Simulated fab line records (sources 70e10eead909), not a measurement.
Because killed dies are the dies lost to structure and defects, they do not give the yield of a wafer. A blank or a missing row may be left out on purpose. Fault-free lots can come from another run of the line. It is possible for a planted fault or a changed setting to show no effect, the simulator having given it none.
Which tool was responsible? + flow nand harc + 9 lots, 27 wafers sampled, at 5 steps of a route of 1302

## WHAT EACH GAUGE READ, for each wafer
NHARC_END_WLT_00.
| lot  | measured     | on        | VT_DECK2_MEDIAN_NEAR_BOTTOM |
|------|--------------|-----------|-----------------------------|
| L464 | day 25 09:33 | prober-02 | 0.879 0.872 0.878           |
| L469 | day 27 04:37 | prober-01 | 0.866 0.858 0.862           |
| L467 | day 26 12:32 | prober-01 | 0.863 0.854 0.875           |
| L466 | day 27 12:55 | prober-02 | 0.873 0.877 0.878           |
| L475 | day 28 20:00 | prober-02 | 0.890 0.882 0.912           |
| L474 | day 28 19:59 | prober-01 | 0.903 0.908 0.868           |
| L482 | day 32 16:37 | prober-01 | 0.876 0.876 0.872           |
| L483 | day 33 12:28 | prober-02 | 0.871 0.872 0.882           |
| L486 | day 34 17:11 | prober-01 | 0.872 0.872 0.874           |

## WHICH TOOL RAN EACH LOT (tool, then ch and the chambers of the sampled wafers, then the start)
| lot  | NHARC_A_CHANNEL_HOLE_D2_ETCH_20  | NHARC_A_CHANNEL_HOLE_D2_ETCH_24  | NHARC_A_CHANNEL_HOLE_D2_STRIP_28              | NHARC_A_CHANNEL_HOLE_D2_XSEM_32 |
|------|----------------------------------|----------------------------------|-----------------------------------------------|---------------------------------|
| L464 | har etch-01 ch 0,1, day 14 02:47 | har etch-01 ch 0,1, day 14 04:53 | rie diel-05 ch 0,2, day 14 08:15 or earlier   | xsem-02 ch 0, day 14 08:15      |
| L469 | har etch-01 ch 0,1, day 15 13:32 | har etch-01 ch 0,1, day 15 15:34 | rie diel-05 ch 0,1,3, day 15 19:04 or earlier | xsem-02 ch 0, day 15 19:04      |
| L467 | har etch-02 ch 1, day 15 15:01   | har etch-02 ch 1, day 15 17:07   | rie diel-10 ch 0,1,2, day 15 20:28 or earlier | xsem-01 ch 0, day 15 20:28      |
| L466 | har etch-01 ch 0,1, day 15 17:46 | har etch-01 ch 0,1, day 15 19:52 | rie diel-05 ch 0,1,3, day 15 23:16 or earlier | xsem-02 ch 0, day 15 23:16      |
| L475 | har etch-01 ch 0,1, day 17 22:53 | har etch-01 ch 0,1, day 18 00:59 | rie diel-10 ch 0,1,3, day 18 04:20 or earlier | xsem-02 ch 0, day 18 04:20      |
| L474 | har etch-01 ch 0,1, day 18 03:04 | har etch-01 ch 0,1, day 18 05:08 | rie diel-10 ch 0,1,3, day 18 08:30 or earlier | xsem-02 ch 0, day 18 08:30      |
| L482 | har etch-02 ch 0,1, day 22 03:29 | har etch-02 ch 0,1, day 22 05:42 | rie diel-05 ch 1,2,3, day 22 08:59 or earlier | xsem-02 ch 0, day 22 08:59      |
| L483 | har etch-01 ch 0,1, day 22 16:34 | har etch-01 ch 0,1, day 22 18:40 | rie diel-05 ch 0,1,2, day 22 22:01 or earlier | xsem-01 ch 0, day 22 22:01      |
| L486 | har etch-01 ch 0,1, day 23 15:42 | har etch-01 ch 0,1, day 23 17:52 | rie diel-10 ch 0,3, day 23 21:05 or earlier   | xsem-02 ch 0, day 23 21:05      |
- NHARC_A_CHANNEL_HOLE_D2_ETCH_20: etches the open film in C4F8/O2/Ar, time 361.9 s, target depth 1600 nm.
- NHARC_A_CHANNEL_HOLE_D2_ETCH_24: etches the open film in C4F8/O2/Ar, time 906.2 s, target depth 1500 nm.
- NHARC_A_CHANNEL_HOLE_D2_STRIP_28: strips in O2.
- NHARC_A_CHANNEL_HOLE_D2_XSEM_32

## THE ANSWER, worked out from the rows above alone
Rule: the lots themselves supply what counts as usual. The widest of any qualifying gaps counts: lots, ordered by their means at a reading, are off when they make up no more than a third of the lots, leave a main group of 4 or more, and stand apart from it by 3 or more times the standard deviation of that group's means. Not used: any main group whose means are identical at the precision the tables above print for the reading. Also off: a lot with no number at a reading for which 4 or more lots have one. Where the step has rows for the other lots, those lots are counted as sound.
Off: L475, L474, at NHARC_END_WLT_00 (VT_DECK2_MEDIAN_NEAR_BOTTOM). For the main group the mean is 0.872 and the standard deviation 0.0055.
A tool fits if, at a process step before that reading, it ran every lot that is off, and no sound lot after the first of them. Those tools and the gauges at NHARC_END_WLT_00 are tried in the same way. NHARC_A_CHANNEL_HOLE_D2_STRIP_28 gives no start for some lots, so the hours and the order of its lots are those of NHARC_A_CHANNEL_HOLE_D2_XSEM_32. Of those tried, none fits.

## WHAT THE SIMULATOR PUT IN
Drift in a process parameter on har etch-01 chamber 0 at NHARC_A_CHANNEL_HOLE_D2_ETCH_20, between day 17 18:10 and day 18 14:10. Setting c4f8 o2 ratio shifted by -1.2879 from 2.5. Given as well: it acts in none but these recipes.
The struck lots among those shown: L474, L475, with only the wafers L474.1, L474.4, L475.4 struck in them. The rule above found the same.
